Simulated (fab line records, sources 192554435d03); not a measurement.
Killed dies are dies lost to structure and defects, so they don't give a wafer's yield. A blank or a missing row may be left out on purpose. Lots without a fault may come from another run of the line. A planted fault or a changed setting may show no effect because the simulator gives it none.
A struck lot beside a sound one | flow n5_finfet | 15 steps out of a route of 1938
Sound: wafers L276.3, L276.5, L276.6. Struck: wafers L292.3, L292.5, L292.6. The cause comes at the end.
At each step with rows: each side's tool, then ch and its chambers, then its first start. Under that, the readings that differ: sound wafers | struck wafers | difference of the means | sigmas: that difference in standard deviations of wafers without a fault.
alike: readings whose means differ by less than 2 such deviations, and words and numbers that are the same on both sides. not compared: withheld readings, readings that some wafer has no value for, bounds like >300 that may hide the same value, and numbers for which the record gives no deviation and whose values overlap.
The two part at a step that has a row with sigmas, a row that says differs or no value, or rows on one side only. Numbers that don't overlap but have no deviation are shown without sigmas and don't part them. A reading that every wafer of one side lacks parts them only if that side has two wafers or more.

N5_MOL_CONTACT_COAG_ETCH_106: etches SOC in N2/H2, target depth 80 nm, overetch 16 nm, time 120 s.
  sound on rie_diel-05 ch 0,1,2, day 5 03:40; struck on rie_diel-01 ch 0,2,3, day 9 05:50
  alike: drypump_motor_current_A, oes_product_au, rf_vpp_V, showerhead_plenum_p_Torr, throttle_valve_pct
  not compared: rf_hours_counter_h
then, 2 steps without rows for these wafers: N5_MOL_CONTACT_COAG_STRIP_107 (strips in N2/H2); N5_MOL_CONTACT_COAG_STRIP_108 (strips in N2/H2).
N5_MOL_CONTACT_COAG_CONTACT_ETCH_14: etches SiO2 in C4F6/O2, target depth 27.5 nm, overetch 8.5 nm, time 20 s.
  sound on rie_diel-05 ch 0,1,2, day 5 03:46; struck on rie_diel-01 ch 0,2,3, day 9 05:56
  alike: O2_flow_sccm, drypump_motor_current_A, mfc_ar_sccm, oes_f_703_au, oes_product_au, rf_vpp_V, showerhead_plenum_p_Torr, throttle_valve_pct
  not compared: rf_hours_counter_h
then, 1 step without rows for these wafers: N5_MOL_CONTACT_COAG_STRIP_109 (strips in C4F6/O2).
N5_MOL_CONTACT_COAG_ETCH_15: etches SiNx in CH3F/O2, stops on Si:P, target depth 7 nm.
  sound on rie_diel-05 ch 0,1,2, day 5 03:48; struck on rie_diel-01 ch 0,2,3, day 9 05:59
  alike: O2_flow_sccm, drypump_motor_current_A, mfc_ar_sccm, oes_f_703_au, oes_product_au, rf_vpp_V, showerhead_plenum_p_Torr, throttle_valve_pct
  not compared: rf_hours_counter_h
then, 2 steps without rows for these wafers: N5_MOL_CONTACT_COAG_ETCH_110 (etches Si in CF4/O2, target depth 2.5 nm, time 8 s); N5_MOL_CONTACT_COAG_STRIP_98 (strips in N2/H2).
N5_MOL_CONTACT_COAG_CD_MEAS_99: target cd 17.2 nm.
  sound on cd_sem-01, day 5 03:59; struck on cd_sem-02, day 9 06:10
  alike: cd_nm
then, 2 steps without rows for these wafers: N5_MOL_CONTACT_COAG_IMPLANT_129; N5_MOL_CONTACT_COAG_PRECLEAN_111 (cleans in NF3:NH3, afs cycles 1, time 20 s, sublimation time 60 s).
N5_MOL_CONTACT_COAG_TI_SIL_19: material Ti, target thk 4.2 nm, time 15 s.
  sound on pvd_sputter-01, day 5 04:57; struck on pvd_sputter-03, day 9 07:17
  alike: susceptor_temp_C, throttle_valve_pct
N5_MOL_CONTACT_COAG_ALD_20: deposits TiN, target thk 1.5 nm, pulse time 1 s, purge time 3 s.
  sound on ald_metal-02 ch 1,2,3, day 5 05:04; struck on ald_metal-01 ch 0,1,2, day 9 07:38
  reading                                          | sound       | struck      | difference | sigmas
  ald_cycles                                       | 68 68 68    | 112 112 112 | +44        |
  model.TiN_of_MOL_CONTACT_COAG_ALD_20.thk_nm (nm) | 1.4 1.4 1.4 | 2.4 2.4 2.4 | +1.0       |
  alike: heater_power_w, precursor_pulse_height_rel, susceptor_temp_C
N5_MOL_CONTACT_COAG_SIL_ANNEAL_21: time 60 s.
  sound on rtp_anneal-02 ch 0, day 5 05:30; struck on rtp_anneal-02 ch 0, day 9 08:08
  alike: lamp_power_pct, lamp_zone_2_pct, lamp_zone_3_pct, wafer_temp_C_max
-- the record jumps here: 3 days lie between the struck wafers' starts before and after (it left off in module MOL_CONTACT_COAG and takes up again in module BEOL_M4, whose first step shown is number 1111 of the route) --
N5_BEOL_M4_RC_MEAS_101:
  sound on prober-01 ch 0, day 8 11:26; struck on prober-02 ch 0, day 12 16:58
  alike: DIBL_N, DIBL_P, IOFF_N, IOFF_P, ION_N, ION_P, SS_N, SS_P, VT_N, VT_P

WHERE THEY PART
Nowhere in this record.

WHY: what the simulator had put in
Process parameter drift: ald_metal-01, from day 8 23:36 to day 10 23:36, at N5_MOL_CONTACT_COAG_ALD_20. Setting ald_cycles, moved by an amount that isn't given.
